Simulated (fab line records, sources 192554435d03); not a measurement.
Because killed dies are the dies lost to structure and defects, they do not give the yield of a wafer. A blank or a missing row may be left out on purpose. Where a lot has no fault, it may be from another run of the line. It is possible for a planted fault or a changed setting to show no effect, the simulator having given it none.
Comparing a struck lot with a sound one :: flow n5-finfet :: 20 steps out of a route of 1938
Sound: wafers L139.1, L139.2, L139.3. Struck: wafer L143.5. (L143.4 of the same lot was not struck and is left out.) The cause comes at the end.
Each step with rows lists, per side, the tool, then ch with its chambers, then its first start. Under that, the readings that differ: sound wafers :: struck wafers :: difference of the means :: sigmas: that difference in standard deviations of wafers without a fault.
alike: same words and numbers on both sides, and readings whose means sit less than 2 such deviations apart. not compared: any withheld reading, any reading some wafer has no value for, any bound like >300 that may hide the same value, and any number with overlapping values for which the record gives no deviation.
Wherever a step has rows on one side only, a row that says differs or no value, or a row with sigmas, the two part there. Non-overlapping numbers with no deviation appear without sigmas and do not part them. A reading that every wafer of one side lacks parts them only if that side has two wafers or more.

N5_BEOL_M14_ETCH_67: etches SiARC in CF4, target depth 143 nm, time 238.3 s.
  sound on rie-diel-01 ch 1,2,3, day 14 03:23; struck on rie-diel-04 ch 2, day 14 10:59
  alike: drypump-motor-current-A, etch-rf-on-time-s, oes-product-au, rf-vpp-V, showerhead-plenum-p-Torr, throttle-valve-pct
  not compared: rf-hours-counter-h
then, 2 steps without rows for these wafers: N5_BEOL_M14_ETCH_68 (etches SOC in N2/H2, time 450 s); N5_BEOL_M14_STRIP_69 (strips in N2/H2).
N5_BEOL_M14_TRENCH_ETCH_34: etches SiO2 in C4F8/O2/Ar, target depth 556.65 nm, time 126.9 s.
  sound on rie-diel-01 ch 1,2,3, day 14 03:48; struck on rie-diel-04 ch 2, day 14 11:23
  alike: drypump-motor-current-A, oes_ar_750_au, oes-product-au, rf-vpp-V, showerhead-plenum-p-Torr, throttle-valve-pct
  not compared: rf-hours-counter-h
then, 1 step without rows for these wafers: N5_BEOL_M14_STRIP_70 (strips in C4F8/O2/Ar).
N5_BEOL_M14_OCD_MEAS_35:
  sound on ocd-01, day 14 03:57; struck on ocd-02, day 14 11:29
  alike: trench-depth-nm
N5_BEOL_M14_STRIP_37: strips in O2.
  sound on rie-diel-03 ch 1,2,3, day 14 04:11; struck on rie-diel-01 ch 2, day 14 13:41
reading: showerhead-plenum-p-Torr (Torr)
sound: 2.23 2.14 2.15
struck: 1.98
difference: -0.19
sigmas: -2
  alike: drypump-motor-current-A, oes-product-au, rf-vpp-V, throttle-valve-pct
  not compared: rf-hours-counter-h
then, 4 steps without rows for these wafers: N5_BEOL_M14_ETCH_38 (etches SiCN in CF4/N2, target depth 106.5 nm, time 120.6 s); N5_BEOL_M14_PRECLEAN_39 (cleans in residue remover, time 60 s); N5_BEOL_M14_SRD_40 (time 30 s, dry time 30 s); N5_BEOL_M14_DEGAS_41 (time 60 s).
N5_BEOL_M14_PRE_CLEAN_42: time 30 s.
  sound on pvd-sputter-03, day 14 05:52; struck on pvd-sputter-02, day 14 14:19
  alike: heater-power-w
N5_BEOL_M14_SPUTTER_43: material TaN, target thk 15 nm, time 24.19 s.
  sound on pvd-sputter-03, day 14 05:54; struck on pvd-sputter-02, day 14 14:21
reading: model.TaN_of_BEOL_M14_SPUTTER_43.thk-nm (nm)
sound: 15 14.8 15
struck: 28.4
difference: +13.5
sigmas: 
  alike: substrate-temp-c, throttle-valve-pct
N5_BEOL_M14_SPUTTER_44: material Ta, target thk 15 nm, time 24.19 s.
  sound on pvd-sputter-03, day 14 05:59; struck on pvd-sputter-02, day 14 14:26
  alike: substrate-temp-c, throttle-valve-pct
then, 3 steps without rows for these wafers: N5_BEOL_M14_SPUTTER_45 (material Cu, target thk 100 nm, time 16.67 s); N5_BEOL_M14_ECD_47 (material Cu, target thk 1248 nm); N5_BEOL_M14_ANNEAL_48 (time 90 s).
N5_BEOL_M14_CMP_49: polishes, stops on SiO2, t overpolish 5.2 s, target thk 560 nm.
  sound on cmp-02 ch 0,2,3, day 14 06:58; struck on cmp-02 ch 3, day 14 15:08
reading: barrier-field-endpoint-s (s)
sound: 11.47 11.38 11.65
struck: 16.66
difference: +5.16
sigmas: +18
  alike: motor-current-A
N5_BEOL_M14_THK_MEAS_50: measures by xrf.
  sound on film-metro-02, day 14 07:16; struck on film-metro-02, day 14 15:25
  alike: M14_THK
N5_PASSIVATION_PROBE_49:
  sound on prober-01, day 15 02:56; struck on prober-02, day 15 10:52
reading: killed_at_M4_up
sound: 11 8 12
struck: 26
difference: +16
sigmas: +3
  alike: defect-limited-yield, killed_at_M0_to_M3, killed-at-contacts, killed-at-front-end, killed-at-other, killed-dies, killed-open, killed-short, sort_bin_5_function, sort_bin_6_memory, sort_bin_8_speed, sort-n-pass, sort-yield-pct

== WHERE THEY PART ==
Last at N5_PASSIVATION_PROBE_49 as far as this record goes, first at N5_BEOL_M14_STRIP_37.

WHY: what had been put in by the simulator
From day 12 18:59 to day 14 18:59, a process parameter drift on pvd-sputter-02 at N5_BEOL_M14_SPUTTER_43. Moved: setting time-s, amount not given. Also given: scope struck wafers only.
